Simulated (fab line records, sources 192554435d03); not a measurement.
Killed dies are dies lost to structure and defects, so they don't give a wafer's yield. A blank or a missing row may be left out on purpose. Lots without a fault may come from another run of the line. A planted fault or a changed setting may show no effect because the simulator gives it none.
fab line records | flow n5_finfet
record lots=5 wafers=15 last_day=20
route steps=1938 shown BEOL_M0_SAQP@657 BEOL_M4@1111 PASSIVATION@1936
lots that met no fault: from a run of the same line without faults
start_h: hours from the record's first day to the start of the lot's first wafer shown | wait_h: hours since the lot's step before | " the same as in the row above | L1.1+2: a row that stands for several wafers | - no value, or no start given | * or withheld: withheld | < > ~ a bound
route shown NAME@n: a module of which the file shows steps, and the number in the route of the first | usual: mean/standard deviation of fault-free wafers | same: alike in all rows | chamber/n: place in a boat | sites: the reading at each site | _std_site: their standard deviation | _edge_site: outer sites' mean less inner sites' | radius_mm: how far each site lies from the wafer's centre | mask NAME#n: copy n | behind: the tool/chamber that last shaped the wafer | hold: why the lot was held/for how many hours/how that ended | device: the transistor (n, p or np) that didn't switch | end of line: the same wafers' tests at the end of the route | a step without rows: its recipe alone | killed: dies lost to structure and defects at the first sort, not the wafer's yield | map: a wafer's dies, x killed, . not, _ none there
set.NAME: the setting as run; set.NAME@STEP: as run at that earlier step | model.NAME: the simulator's own value behind a step, which no gauge read
lots at some steps of the route; a table a step, a row a wafer
services: from which hour (start_h, from the record's first day; less than 0 if before it) a tool's chamber was out of use, for how many hours, and why
## steps
# step N5_BEOL_M0_SAQP_STRIP_113
# recipe chemistry=CHF3/O2 resist=SiARC rf_frequency_hz=6e+07
# step N5_BEOL_M0_SAQP_MANDREL_ETCH_20
# recipe target_depth_a=600 chemistry=HBr/Cl2 target=a-Si stop_on=SiNx bt_time_s=10 mask_material=SOC over_etch_frac=0.5 time_s=30 pressure_mtorr=10 icp_w=800 bias_w=75 HBr_flow_sccm=150 Cl2_flow_sccm=80 ends=end_point
# step N5_BEOL_M0_SAQP_STRIP_86
# recipe chemistry=N2/H2 power_w=500 temp_c=40 pressure_mtorr=50 rf_frequency_hz=6e+07 overash_fraction=0.3 bias_power_w=28 h2_frac=0.5 n2_flow_sccm=300 h2_flow_sccm=300
# step N5_BEOL_M0_SAQP_STRIP_115
# recipe chemistry=post_etch_residue_remover time_s=60 temp_c=25 remover_ph=withheld remover_water_wt_pct=withheld remover_fluoride_wt_pct=withheld
# step N5_BEOL_M0_SAQP_SRD_93
# recipe dry=ipa_marangoni time_s=30 temp_c=23 rinse_liquid=diw
# step N5_BEOL_M0_SAQP_RECESS_114
# recipe chemistry=HF/NH3 target=SiO2 target_depth_a=144 afs_cycles=3 temp_c=30 sublimation_temp_c=180 sublimation_time_s=60
# step N5_BEOL_M0_SAQP_SPACER1_ALD_98
# recipe material=SiO2 target_thk_a=128 temp_c=300 ald_precursor_family=BDEAS ald_co_reactant=O2-plasma pulse_time_s=1 purge_time_s=2 co_reactant_purge_time_s=2 ald_cycles=138 pressure_torr=2
# step N5_BEOL_M0_SAQP_SPACER1_ETCHBACK_99
# recipe chemistry=CHF3/O2 mode=anisotropic_etchback target=SiO2 target_depth_a=154 time_s=7.7 pressure_mtorr=30 source_w=650 bias_w=170 Ar_flow_sccm=200 CHF3_flow_sccm=50 O2_flow_sccm=5 ion_energy_ev=200
# step N5_BEOL_M0_SAQP_MANDREL1_REMOVE_100
# recipe chemistry=HBr/Cl2/O2 bt_time_s=10 target=a-Si stop_on=SiNx endpoint=OES-SiCl over_etch_frac=0.85 icp_w=600 bias_w=30 HBr_flow_sccm=150 Cl2_flow_sccm=80 O2_flow_sccm=5 pressure_mtorr=10
# step N5_BEOL_M0_SAQP_ETCH_101
# recipe chemistry=CH3F/O2 target=SiNx mask_material=SiO2 target_depth_a=299 time_s=42.7 pressure_mtorr=30 source_w=395 bias_w=73 Ar_flow_sccm=150 CH3F_flow_sccm=30 O2_flow_sccm=20 ion_energy_ev=120
# step N5_BEOL_M0_SAQP_ETCH_102
# recipe chemistry=CF4 target=SiO2 target_depth_a=40 ion_energy_ev=350 time_s=4.4 pressure_mtorr=10 icp_w=800 bias_w=400 cf4_flow_sccm=80
# step N5_BEOL_M0_SAQP_MANDREL_ETCH_103
# recipe chemistry=HBr/Cl2 target=a-Si target_depth_a=450 bt_time_s=10 stop_on=SiCN mask_material=SiO2 over_etch_frac=0.8 time_s=27 pressure_mtorr=10 icp_w=800 bias_w=75 HBr_flow_sccm=150 Cl2_flow_sccm=80 ends=end_point
# usual HBr_flow_sccm=149.9/0.47 bias_w=75.01/0.23 drypump_motor_current_A=6.0/0.42 oes_product_au=0.685/0.014 rf_fwd_power_W=794.8/2.6 throttle_valve_pct=35.5/0.41
# columns lot.wafer tool chamber start_h wait_h HBr_flow_sccm bias_w drypump_motor_current_A oes_product_au rf_fwd_power_W rf_hours_counter_h throttle_valve_pct model.SiCN_of_BEOL_M0_SAQP_PECVD_03.thk_nm
L983.4 rie_si-03 2 139.57 0.0 150.2 75.07 6.5 0.665 794.3 - 35.5 9.4
L983.5 " 3 " " 149.7 75.40 6.0 0.688 798.1 - 36.4 9.2
L983.6 " 0 " " 149.8 75.55 5.3 0.707 795.9 - 35.8 9.2
L993.1 rie_si-04 2 204.82 0.0 - - - - - - - 12.2
L993.4 " 1 " " - - - - - - - 12.2
L993.6 " 0 " " - - - - - - - 12.2
L994.1 rie_si-03 3 207.50 0.0 - - - - - - - 12.2
L994.2 " 0 " " - - - - - - - 12
L994.3 " 1 " " - - - - - - - 12
L995.1 rie_si-04 0 216.10 0.0 - - - - - - - 12
L995.3 " 2 " " - - - - - - - 11.8
L995.5 " 0 " " - - - - - - - 12.2
L101.3 rie_si-06 0 252.18 0.0 149.0 75.24 5.5 0.666 792.5 91 35.1 8.6
L101.5 " 0 " " 149.9 75.21 5.5 0.685 793.7 - 35.1 8.8
L101.6 " 1 " " 149.4 74.82 6.1 0.690 793.2 - 35.1 8.8
# step N5_BEOL_M0_SAQP_RECESS_104
# recipe chemistry=HF/NH3 target=SiO2 target_depth_a=180 afs_cycles=3 temp_c=30 sublimation_temp_c=180 sublimation_time_s=60
# step N5_BEOL_M0_SAQP_COAT_105
# recipe resist=SOC temp_c=250 time_s=60 spin_rpm=1500 resist_thk_nm=100
# step N5_BEOL_M0_SAQP_ETCH_106
# recipe chemistry=N2/H2 target=SOC target_depth_a=1500 stop_on=SiNx ion_energy_ev=100 bias_w=61 pressure_mtorr=30 source_w=850 n2_flow_sccm=200 h2_flow_sccm=200
# usual bias_w=61.03/0.21 chamber_pressure_mTorr=30.001/0.028 drypump_motor_current_A=5.6/0.47 oes_product_au=0.75/0.074 rf_fwd_power_W=843/3.4 rf_vpp_V=240.9/1.5 showerhead_plenum_p_Torr=2.54/0.1 throttle_valve_pct=17.66/0.15
# columns lot.wafer tool chamber start_h wait_h bias_w chamber_pressure_mTorr drypump_motor_current_A oes_product_au rf_fwd_power_W rf_hours_counter_h rf_vpp_V showerhead_plenum_p_Torr throttle_valve_pct
L983.4 rie_diel-03 2 140.06 - 61.12 30.052 5.7 0.67 849 222 242.1 2.62 17.76
L983.5 " 0 " " 60.93 30.008 5.1 0.73 843 - 242.7 2.62 17.70
L983.6 " 3 " " 60.95 30.064 5.2 0.84 841 - 241.6 2.59 17.62
L993.1 rie_diel-05 1 205.35 - 60.91 29.967 5.5 0.32 843 59 242.3 2.69 17.38
L993.4 " 2 " " 61.43 29.982 5.6 0.25 842 - 238.5 2.38 17.77
L993.6 " 1 " " 60.83 29.955 5.4 0.32 841 - 242.8 2.68 17.37
L994.1 rie_diel-05 3 208.03 - 61.08 30.022 5.0 0.26 843 228 241.3 2.59 17.62
L994.2 " 1 " " 60.85 29.988 5.4 0.32 844 60 243.3 2.68 17.37
L994.3 " 2 " " 60.67 30.002 5.6 0.24 843 255 239.3 2.38 17.78
L995.1 rie_diel-03 1 216.63 - 61.10 30.000 6.4 0.35 847 7 240.2 2.48 17.18
L995.3 " 0 " " 61.27 30.021 5.1 0.26 842 210 240.9 2.61 17.69
L995.5 " 2 " " 61.08 29.982 5.7 0.25 846 - 240.7 2.61 17.77
L101.3 rie_diel-02 3 252.96 - 61.20 30.022 6.0 0.70 838 215 239.1 2.39 17.67
L101.5 " 3 " " 60.93 30.031 6.0 0.70 847 - 238.4 2.39 17.67
L101.6 " 2 " " 61.12 29.959 5.6 0.70 838 - 240.5 2.62 17.78
# step N5_BEOL_M0_SAQP_ETCH_107
# recipe chemistry=CH3F/O2 target=SiNx target_depth_a=300 mask_material=SOC pressure_mtorr=30 source_w=395 bias_w=73 Ar_flow_sccm=150 CH3F_flow_sccm=30 O2_flow_sccm=20 ion_energy_ev=120
# step N5_BEOL_M0_SAQP_STRIP_108
# recipe chemistry=N2/H2 power_w=500 temp_c=40 pressure_mtorr=50 rf_frequency_hz=6e+07 overash_fraction=0.3 bias_power_w=28 h2_frac=0.5 n2_flow_sccm=300 h2_flow_sccm=300
# step N5_BEOL_M0_SAQP_RECESS_109
# recipe chemistry=HF/NH3 target=SiO2 target_depth_a=30 afs_cycles=1 temp_c=30 sublimation_temp_c=180 sublimation_time_s=60
# usual drypump_motor_current_A=5.4/0.34
# columns lot.wafer tool chamber start_h wait_h drypump_motor_current_A model.SiCN_of_BEOL_M0_SAQP_PECVD_03.thk_nm
L983.4 vapor_etch-02 1 140.27 0.1 5.4 9
L983.5 " 0 " " 5.7 9
L983.6 " 1 " " 5.4 9
L993.1 vapor_etch-02 0 206.15 0.7 5.7 11.8
L993.4 " 0 " " 5.7 12
L993.6 " 1 " " 5.4 11.8
L994.1 vapor_etch-02 0 208.19 0.0 5.7 11.8
L994.2 " 1 " " 5.4 11.8
L994.3 " 1 " " 5.4 11.8
L995.1 vapor_etch-01 1 216.79 0.0 5.4 11.6
L995.3 " 0 " " 4.7 11.4
L995.5 " 1 " " 5.4 11.8
L101.3 vapor_etch-01 1 253.16 0.1 5.4 8.4
L101.5 " 1 " " 5.4 8.6
L101.6 " 0 " " 4.8 8.4
# step N5_BEOL_M0_SAQP_SPACER2_ALD_26
# recipe material=SiO2 target_thk_a=150 temp_c=300 ald_precursor_family=BDEAS ald_co_reactant=O2-plasma pulse_time_s=1 purge_time_s=2 co_reactant_purge_time_s=2 pressure_torr=2
# step N5_BEOL_M0_SAQP_SPACER2_ETCHBACK_27
# recipe chemistry=CHF3/O2 mode=anisotropic_etchback target=SiO2 target_depth_a=225 time_s=11.25 pressure_mtorr=30 source_w=650 bias_w=170 Ar_flow_sccm=200 CHF3_flow_sccm=50 O2_flow_sccm=5 ion_energy_ev=200
# usual CHF3_flow_sccm=49.99/0.15 drypump_motor_current_A=5.5/0.44 oes_product_au=0.75/0.088 rf_fwd_power_W=645.1/2.5 rf_vpp_V=532/6.7 showerhead_plenum_p_Torr=2.43/0.079 throttle_valve_pct=18.82/0.14
# columns lot.wafer tool chamber start_h wait_h CHF3_flow_sccm drypump_motor_current_A oes_product_au rf_fwd_power_W rf_hours_counter_h rf_vpp_V showerhead_plenum_p_Torr throttle_valve_pct
L983.4 rie_diel-03 2 141.01 0.3 49.85 5.7 0.66 648.9 222 534 2.46 18.76
L983.5 " 1 " " 50.11 6.4 0.68 644.7 - 523 2.38 18.80
L983.6 " 2 " " 50.07 5.6 0.67 647.7 - 533 2.46 18.73
L993.1 rie_diel-02 3 206.87 0.3 50.04 6.0 0.27 643.6 196 524 2.31 18.88
L993.4 " 0 " " 50.07 5.0 0.26 644.3 241 532 2.47 18.56
L993.6 " 3 " " 49.79 6.0 0.28 643.8 - 524 2.31 18.89
L994.1 rie_diel-02 1 208.88 0.3 50.09 6.4 0.29 646.4 133 527 2.33 18.94
L994.2 " 3 " " 49.79 6.0 0.28 643.2 196 522 2.31 18.88
L994.3 " 0 " " 49.81 5.0 0.26 645.7 242 531 2.47 18.56
L995.1 rie_diel-05 0 217.48 0.3 49.86 5.6 0.36 646.3 4 518 2.36 18.60
L995.3 " 3 " " 49.95 5.0 0.26 641.3 232 539 2.47 18.80
L995.5 " 3 " " 49.78 5.0 0.26 643.0 - 538 2.47 18.80
L101.3 rie_diel-02 3 253.98 0.5 50.04 6.0 0.70 648.2 216 524 2.30 19.02
L101.5 " 3 " " 50.15 6.0 0.71 648.1 - 523 2.30 19.02
L101.6 " 2 " " 49.74 5.6 0.71 642.7 - 530 2.46 18.67
# step N5_BEOL_M0_SAQP_MANDREL2_REMOVE_110
# recipe chemistry=HBr/Cl2/O2 bt_time_s=10 target=a-Si stop_on=SiCN endpoint=OES-SiCl over_etch_frac=1 icp_w=600 bias_w=30 HBr_flow_sccm=150 Cl2_flow_sccm=80 O2_flow_sccm=5 pressure_mtorr=10
# step N5_BEOL_M4_RC_MEAS_101
# usual DIBL_N=36.0/1.9 DIBL_P=35.6/2.2 IOFF_N=0.15/0.031 IOFF_P=0.19/0.032 ION_N=668/11 ION_P=455/7.2 SS_N=71.5/0.65 SS_P=73.4/0.64 VT_N=251/3.6 VT_P=-253/3.3
# columns lot.wafer tool chamber start_h wait_h DIBL_N[mV/V] DIBL_P[mV/V] IOFF_N[nA/um] IOFF_P[nA/um] ION_N[uA/um] ION_P[uA/um] SS_N[mV/dec] SS_P[mV/dec] VT_N[mV] VT_P[mV]
L983.4 prober-02 0 242.13 0.5 34.6 33.7 0.12 0.16 663 444 71.3 73.2 256 -254
L983.5 " 0 " " 32.3 32.2 0.10 0.14 647 446 71.1 72.6 259 -256
L983.6 " 0 " " 34.6 33.3 0.12 0.16 641 442 71.9 72.5 256 -255
L101.3 prober-01 0 361.83 0.3 35.6 34.6 0.14 0.20 657 454 71.8 73.5 250 -249
L101.5 " 0 " " 36.1 34.3 0.14 0.18 666 448 71.8 73.3 255 -252
L101.6 " 0 " " 35.4 34.2 0.13 0.20 672 464 70.9 73.3 251 -250
# step N5_PASSIVATION_PROBE_49
# usual defect_limited_yield=91.3/1.4 killed_at_M0_to_M3=34/10 killed_at_M4_up=14/5.5 killed_at_contacts=12/6 killed_at_front_end=40/10 killed_at_other=3.0/2.4 killed_dies=103/17 killed_on_rim=13/4.3 killed_open=68/13 killed_short=34/7.8 sort_bin_5_function=5.1/0.97 sort_bin_6_memory=3.3/0.66 sort_bin_8_speed=0.02/0.12 sort_n_pass=1077/17 sort_yield_pct=91.2/1.4
# same gross_dies=1180 killed_at_back_side=0 sort_bin_4_leakage[%]=0
# columns lot.wafer tool chamber start_h wait_h defect_limited_yield[%] killed_at_M0_to_M3 killed_at_M4_up killed_at_contacts killed_at_front_end killed_at_other killed_dies killed_on_rim killed_open killed_short sort_bin_5_function[%] sort_bin_6_memory[%] sort_bin_8_speed[%] sort_n_pass sort_yield_pct[%]
L983.5 prober-01 - 341.23 0.2 91.6 27 13 11 44 4 99 18 62 34 4.9 3.1 0.08 1080 91.5
L993.1 prober-01 - 416.60 0.0 0 1118 20 6 35 1 1180 152 80 33 96.4 3.5 0 0 0
L993.4 prober-01 - 416.75 0.2 0 1120 5 8 43 4 1180 152 52 48 96.4 3.3 0 0 0
L993.6 prober-01 - 416.85 0.3 0 1116 13 8 42 1 1180 152 67 30 96.8 3.0 0 0 0
L994.1 prober-01 - 423.29 0.0 0 1106 17 22 34 1 1180 152 75 27 96.4 3.3 0 0 0
L994.2 prober-01 - 423.34 0.1 0 1095 15 22 47 1 1180 152 87 43 95.0 4.8 0 0 0
L994.3 prober-01 - 423.39 0.1 0 1104 21 13 40 2 1180 152 76 39 96.1 3.4 0 0 0
L995.1 prober-02 - 434.67 0.0 0 1101 20 13 36 10 1180 152 59 41 97.0 2.5 0 0 0
L995.3 prober-02 - 434.77 0.1 0 1129 10 9 26 6 1180 152 47 28 97.6 2.2 0 0 0
L995.5 prober-02 - 434.87 0.2 0 1124 17 11 26 2 1180 152 44 41 96.9 2.5 0 0 0
# killed by level:class
L983.5 STI_FIN_REVEAL:geometric_particle:open=14 MOL_CONTACT_COAG:geometric_particle:open=10 BEOL_M0_SAQP:geometric_particle:open=10 BEOL_M0_SAQP:geometric_particle:short=7 GATE_CUT:geometric_particle:short=6 GATE_CUT:geometric_particle:open=5 BEOL_M4:geometric_particle:open=4 STARTING-WAFER:geometric_particle:short=4
L993.1 BEOL_M0_SAQP:area_etch=1067 BEOL_M3:geometric_particle:open=13 BEOL_M0_SAQP:geometric_particle:short=11 BEOL_M0_SAQP:geometric_particle:open=9 BEOL_M1:geometric_particle:open=9 BEOL_M4:geometric_particle:open=9 FIN_SAQP:geometric_particle:short=7 MOL_CONTACT_COAG:geometric_particle:open=6
L993.4 BEOL_M0_SAQP:area_etch=1079 FIN_SAQP:geometric_particle:short=14 BEOL_M3:geometric_particle:open=11 BEOL_M0_SAQP:geometric_particle:short=9 MOL_CONTACT_COAG:geometric_particle:open=7 BEOL_M0_SAQP:geometric_particle:open=6 DUMMY_GATE:geometric_particle:open=5 GATE_CUT:geometric_particle:short=5
L993.6 BEOL_M0_SAQP:area_etch=1083 STI_FIN_REVEAL:geometric_particle:open=12 BEOL_M3:geometric_particle:open=11 BEOL_M4:geometric_particle:open=9 FIN_SAQP:geometric_particle:short=8 FIN_SAQP:geometric_particle:open=8 MOL_CONTACT_COAG:geometric_particle:open=7 BEOL_M0_SAQP:geometric_particle:short=5
L994.1 BEOL_M0_SAQP:area_etch=1077 MOL_CONTACT_COAG:geometric_particle:open=20 BEOL_M2:geometric_particle:open=9 BEOL_M4:geometric_particle:open=9 BEOL_M0_SAQP:geometric_particle:open=6 GATE_CUT:geometric_particle:open=6 BEOL_M0_SAQP:geometric_particle:short=6 FIN_SAQP:geometric_particle:short=5
L994.2 BEOL_M0_SAQP:area_etch=1050 MOL_CONTACT_COAG:geometric_particle:open=20 FIN_SAQP:geometric_particle:open=15 FIN_SAQP:geometric_particle:short=10 BEOL_M0_SAQP:geometric_particle:open=10 BEOL_M0_SAQP:geometric_particle:short=7 BEOL_M1:geometric_particle:open=6 BEOL_M3:geometric_particle:open=6
L994.3 BEOL_M0_SAQP:area_etch=1064 BEOL_M2:geometric_particle:open=12 BEOL_M4:geometric_particle:open=11 FIN_SAQP:geometric_particle:open=10 MOL_CONTACT_COAG:geometric_particle:open=10 FIN_SAQP:geometric_particle:short=9 BEOL_M0_SAQP:geometric_particle:short=9 BEOL_M0_SAQP:geometric_particle:open=8
L995.1 BEOL_M0_SAQP:area_etch=1080 FIN_SAQP:geometric_particle:short=12 MOL_CONTACT_COAG:geometric_particle:open=10 BEOL_M3:geometric_particle:open=8 GATE_CUT:geometric_particle:short=7 BEOL_M4:geometric_particle:open=6 FIN_SAQP:geometric_particle:open=5 BEOL_M3:geometric_particle:short=3
L995.3 BEOL_M0_SAQP:area_etch=1105 MOL_CONTACT_COAG:geometric_particle:open=8 BEOL_M0_SAQP:geometric_particle:open=8 FIN_SAQP:geometric_particle:short=6 FIN_SAQP:geometric_particle:open=5 BEOL_M0_SAQP:geometric_particle:short=5 STI_FIN_REVEAL:geometric_particle:open=4 BEOL_M3:geometric_particle:open=4
L995.5 BEOL_M0_SAQP:area_etch=1093 BEOL_M0_SAQP:geometric_particle:short=12 MOL_CONTACT_COAG:geometric_particle:open=7 GATE_CUT:geometric_particle:short=6 BEOL_M2:geometric_particle:open=6 BEOL_M4:geometric_particle:short=5 FIN_SAQP:geometric_particle:short=4 GATE_CUT:geometric_particle:open=4
# map L993.1 (x killed, . not)
_________________xxxxxxxxxxxx________________
______________xxxxxxxxxxxxxxxxxx_____________
___________xxxxxxxxxxxxxxxxxxxxxxxx__________
__________xxxxxxxxxxxxxxxxxxxxxxxxxx_________
________xxxxxxxxxxxxxxxxxxxxxxxxxxxxxx_______
_______xxxxxxxxxxxxxxxxxxxxxxxxxxxxxxxx______
______xxxxxxxxxxxxxxxxxxxxxxxxxxxxxxxxxx_____
_____xxxxxxxxxxxxxxxxxxxxxxxxxxxxxxxxxxxx____
____xxxxxxxxxxxxxxxxxxxxxxxxxxxxxxxxxxxxxx___
___xxxxxxxxxxxxxxxxxxxxxxxxxxxxxxxxxxxxxxxx__
___xxxxxxxxxxxxxxxxxxxxxxxxxxxxxxxxxxxxxxxx__
__xxxxxxxxxxxxxxxxxxxxxxxxxxxxxxxxxxxxxxxxxx_
__xxxxxxxxxxxxxxxxxxxxxxxxxxxxxxxxxxxxxxxxxx_
_xxxxxxxxxxxxxxxxxxxxxxxxxxxxxxxxxxxxxxxxxxxx
_xxxxxxxxxxxxxxxxxxxxxxxxxxxxxxxxxxxxxxxxxxxx
_xxxxxxxxxxxxxxxxxxxxxxxxxxxxxxxxxxxxxxxxxxxx
_xxxxxxxxxxxxxxxxxxxxxxxxxxxxxxxxxxxxxxxxxxxx
_xxxxxxxxxxxxxxxxxxxxxxxxxxxxxxxxxxxxxxxxxxxx
_xxxxxxxxxxxxxxxxxxxxxxxxxxxxxxxxxxxxxxxxxxxx
_xxxxxxxxxxxxxxxxxxxxxxxxxxxxxxxxxxxxxxxxxxxx
_xxxxxxxxxxxxxxxxxxxxxxxxxxxxxxxxxxxxxxxxxxxx
__xxxxxxxxxxxxxxxxxxxxxxxxxxxxxxxxxxxxxxxxxx_
__xxxxxxxxxxxxxxxxxxxxxxxxxxxxxxxxxxxxxxxxxx_
___xxxxxxxxxxxxxxxxxxxxxxxxxxxxxxxxxxxxxxxx__
___xxxxxxxxxxxxxxxxxxxxxxxxxxxxxxxxxxxxxxxx__
____xxxxxxxxxxxxxxxxxxxxxxxxxxxxxxxxxxxxxx___
_____xxxxxxxxxxxxxxxxxxxxxxxxxxxxxxxxxxxx____
______xxxxxxxxxxxxxxxxxxxxxxxxxxxxxxxxxx_____
_______xxxxxxxxxxxxxxxxxxxxxxxxxxxxxxxx______
________xxxxxxxxxxxxxxxxxxxxxxxxxxxxxx_______
__________xxxxxxxxxxxxxxxxxxxxxxxxxx_________
___________xxxxxxxxxxxxxxxxxxxxxxxx__________
______________xxxxxxxxxxxxxxxxxx_____________
_________________xxxxxxxxxxxx________________
# map L994.1 (x killed, . not)
_________________xxxxxxxxxxxx________________
______________xxxxxxxxxxxxxxxxxx_____________
___________xxxxxxxxxxxxxxxxxxxxxxxx__________
__________xxxxxxxxxxxxxxxxxxxxxxxxxx_________
________xxxxxxxxxxxxxxxxxxxxxxxxxxxxxx_______
_______xxxxxxxxxxxxxxxxxxxxxxxxxxxxxxxx______
______xxxxxxxxxxxxxxxxxxxxxxxxxxxxxxxxxx_____
_____xxxxxxxxxxxxxxxxxxxxxxxxxxxxxxxxxxxx____
____xxxxxxxxxxxxxxxxxxxxxxxxxxxxxxxxxxxxxx___
___xxxxxxxxxxxxxxxxxxxxxxxxxxxxxxxxxxxxxxxx__
___xxxxxxxxxxxxxxxxxxxxxxxxxxxxxxxxxxxxxxxx__
__xxxxxxxxxxxxxxxxxxxxxxxxxxxxxxxxxxxxxxxxxx_
__xxxxxxxxxxxxxxxxxxxxxxxxxxxxxxxxxxxxxxxxxx_
_xxxxxxxxxxxxxxxxxxxxxxxxxxxxxxxxxxxxxxxxxxxx
_xxxxxxxxxxxxxxxxxxxxxxxxxxxxxxxxxxxxxxxxxxxx
_xxxxxxxxxxxxxxxxxxxxxxxxxxxxxxxxxxxxxxxxxxxx
_xxxxxxxxxxxxxxxxxxxxxxxxxxxxxxxxxxxxxxxxxxxx
_xxxxxxxxxxxxxxxxxxxxxxxxxxxxxxxxxxxxxxxxxxxx
_xxxxxxxxxxxxxxxxxxxxxxxxxxxxxxxxxxxxxxxxxxxx
_xxxxxxxxxxxxxxxxxxxxxxxxxxxxxxxxxxxxxxxxxxxx
_xxxxxxxxxxxxxxxxxxxxxxxxxxxxxxxxxxxxxxxxxxxx
__xxxxxxxxxxxxxxxxxxxxxxxxxxxxxxxxxxxxxxxxxx_
__xxxxxxxxxxxxxxxxxxxxxxxxxxxxxxxxxxxxxxxxxx_
___xxxxxxxxxxxxxxxxxxxxxxxxxxxxxxxxxxxxxxxx__
___xxxxxxxxxxxxxxxxxxxxxxxxxxxxxxxxxxxxxxxx__
____xxxxxxxxxxxxxxxxxxxxxxxxxxxxxxxxxxxxxx___
_____xxxxxxxxxxxxxxxxxxxxxxxxxxxxxxxxxxxx____
______xxxxxxxxxxxxxxxxxxxxxxxxxxxxxxxxxx_____
_______xxxxxxxxxxxxxxxxxxxxxxxxxxxxxxxx______
________xxxxxxxxxxxxxxxxxxxxxxxxxxxxxx_______
__________xxxxxxxxxxxxxxxxxxxxxxxxxx_________
___________xxxxxxxxxxxxxxxxxxxxxxxx__________
______________xxxxxxxxxxxxxxxxxx_____________
_________________xxxxxxxxxxxx________________
## services
# columns tool chamber start_h hours kind
rie_diel-02 1 125.47 2.9 repair
rie_si-03 1 129.82 11.1 repair
rie_si-03 - 131.25 1.3 repair
rie_si-04 - 134.08 0.9 repair
rie_diel-05 - 154.02 2.8 pm
rie_diel-02 1 154.53 9.8 repair
rie_diel-03 1 154.81 - clean
rie_diel-03 1 154.81 - consumable_replace:focus_ring
rie_diel-03 1 154.81 34.2 scheduled_down
rie_diel-03 1 154.81 34.2 vent_cycle
rie_si-03 3 155.78 5.0 repair
rie_si-06 - 170.33 2.8 pm
rie_diel-05 3 171.94 12.6 repair
rie_diel-05 0 184.97 - clean
rie_diel-05 0 184.97 - consumable_replace:focus_ring
rie_diel-05 0 184.97 23.1 scheduled_down
rie_si-04 0 188.29 3.0 repair
rie_diel-03 0 202.03 2.2 repair
rie_diel-02 1 229.90 7.5 repair
rie_diel-02 0 237.40 - clean
rie_diel-02 0 237.40 - consumable_replace:focus_ring
rie_diel-02 0 237.40 18.5 scheduled_down
rie_diel-02 0 237.40 18.5 vent_cycle
rie_diel-03 - 240.30 14.6 pm
## key
first_sign step=N5_BEOL_M0_SAQP_MANDREL_ETCH_103 reading=tool_record direction=missing
effect step=N5_BEOL_M0_SAQP_ETCH_106 reading=oes_product_au direction=down sigmas=6.2 usual=0.75 struck=0.29
effect step=N5_BEOL_M0_SAQP_SPACER2_ETCHBACK_27 reading=oes_product_au direction=down sigmas=5.4 usual=0.75 struck=0.28
effect step=N5_PASSIVATION_PROBE_49 reading=killed_at_M0_to_M3 direction=up sigmas=99+ usual=34 struck=1113
model_effect step=N5_BEOL_M0_SAQP_MANDREL_ETCH_103 value=SiCN_of_BEOL_M0_SAQP_PECVD_03.thk_nm without=8.978 struck=12.09
model_effect step=N5_BEOL_M0_SAQP_RECESS_109 value=SiCN_of_BEOL_M0_SAQP_PECVD_03.thk_nm without=8.689 struck=11.76
more_kills_born_at N5_BEOL_M0_SAQP_MANDREL_ETCH_103@rie_si-04=6507 N5_BEOL_M0_SAQP_MANDREL_ETCH_103@rie_si-03=3191
met_at N5_BEOL_M0_SAQP_MANDREL_ETCH_103
struck_wafers L993.1,L993.4,L993.6,L994.1,L994.2,L994.3,L995.1,L995.3,L995.5
later_rows_left_out L993.1,L993.4,L993.6,L994.1,L994.2,L994.3,L995.1,L995.3,L995.5
onset_between 139.57 204.82
fault kind=skipped_step_whole tool=rie_si-03,rie_si-04 chamber=- onset_h=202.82 steps=N5_BEOL_M0_SAQP_MANDREL_ETCH_103 scope=struck_lots_only
# later_rows_left_out: the simulator's readings of these wafers behind a module that went badly wrong aren't trusted and aren't shown, but for the sort
